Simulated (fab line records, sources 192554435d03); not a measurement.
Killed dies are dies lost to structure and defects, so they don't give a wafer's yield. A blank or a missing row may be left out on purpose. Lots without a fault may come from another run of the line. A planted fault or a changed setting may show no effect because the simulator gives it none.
Chamber matching | flow n5_finfet | N5_BEOL_M9_DESCUM_33 on rie_diel-03: 4 sister chambers
The step chemistry O2, time 7 s. 16 wafers are shown with their chamber, then 8 later ones without.

WAFERS WITH THEIR CHAMBER
wafer  | chamber | showerhead_plenum_p_Torr (Torr) | drypump_motor_current_A (A) | throttle_valve_pct (%)
L074.1 | 1       | 2.18                            | 6.2                         | 20.42
L074.3 | 2       | 2.09                            | 5.5                         | 20.35
L074.6 | 2       | 2.09                            | 5.5                         | 20.37
L078.1 | 2       | 2.09                            | 5.4                         | 20.36
L078.3 | 0       | 2.01                            | 6.2                         | 20.15
L078.5 | 1       | 2.18                            | 6.2                         | 20.41
L079.1 | 0       | 2.01                            | 6.2                         | 20.16
L079.5 | 3       | 2.14                            | 6.3                         | 20.32
L079.6 | 2       | 2.08                            | 5.5                         | 20.37
L080.1 | 3       | 2.14                            | 6.3                         | 20.32
L080.4 | 0       | 2.01                            | 6.2                         | 20.14
L080.6 | 1       | 2.18                            | 6.2                         | 20.43
L083.1 | 1       | 2.18                            | 6.1                         | 20.45
L083.2 | 3       | 2.13                            | 6.2                         | 20.35
L083.4 | 1       | 2.18                            | 6.1                         | 20.45
L085.2 | 1       | 2.17                            | 6.2                         | 20.46

SIGNATURES (means of the wafers above)
reading                  | chamber 0 | chamber 1 | chamber 2 | chamber 3 | scatter within a chamber
showerhead_plenum_p_Torr | 2.0100    | 2.1783    | 2.0875    | 2.1367    | 0.00433
drypump_motor_current_A  | 6.200     | 6.167     | 5.475     | 6.267     | 0.0479
throttle_valve_pct       | 20.1500   | 20.4367   | 20.3625   | 20.3300   | 0.0158
Rule: a wafer's distance from a chamber is the root of the sum, over the readings, of the square of ((its reading less the chamber's mean) divided by the reading's scatter). The wafer belongs to the nearest chamber; if the next one is less than 2 further off, it can't be placed. The scatter: the root of (the sum of the squares of (reading less its chamber's mean) over the shown wafers, divided by (wafers less chambers)).

WAFERS WITHOUT THEIR CHAMBER
wafer  | showerhead_plenum_p_Torr (Torr) | drypump_motor_current_A (A) | throttle_valve_pct (%)
L085.3 | 2.13                            | 6.2                         | 20.35
L085.4 | 2.00                            | 6.2                         | 20.17
L092.1 | 2.08                            | 5.5                         | 20.40
L092.4 | 2.00                            | 6.2                         | 20.20
L092.6 | 2.13                            | 6.2                         | 20.37
L096.2 | 2.17                            | 6.1                         | 20.50
L096.4 | 2.08                            | 5.5                         | 20.40
L096.5 | 2.00                            | 6.2                         | 20.22

WHICH CHAMBER EACH WENT THROUGH
wafer  | from the rows above | in truth
L085.3 | 3                   | 3
L085.4 | 0                   | 0
L092.1 | 2                   | 2
L092.4 | 0                   | 0
L092.6 | 3                   | 3
L096.2 | 1                   | 1
L096.4 | 2                   | 2
L096.5 | 0                   | 0
Placed correctly: 8 of 8. Can't be placed from these rows: 0. Placed wrongly: 0.
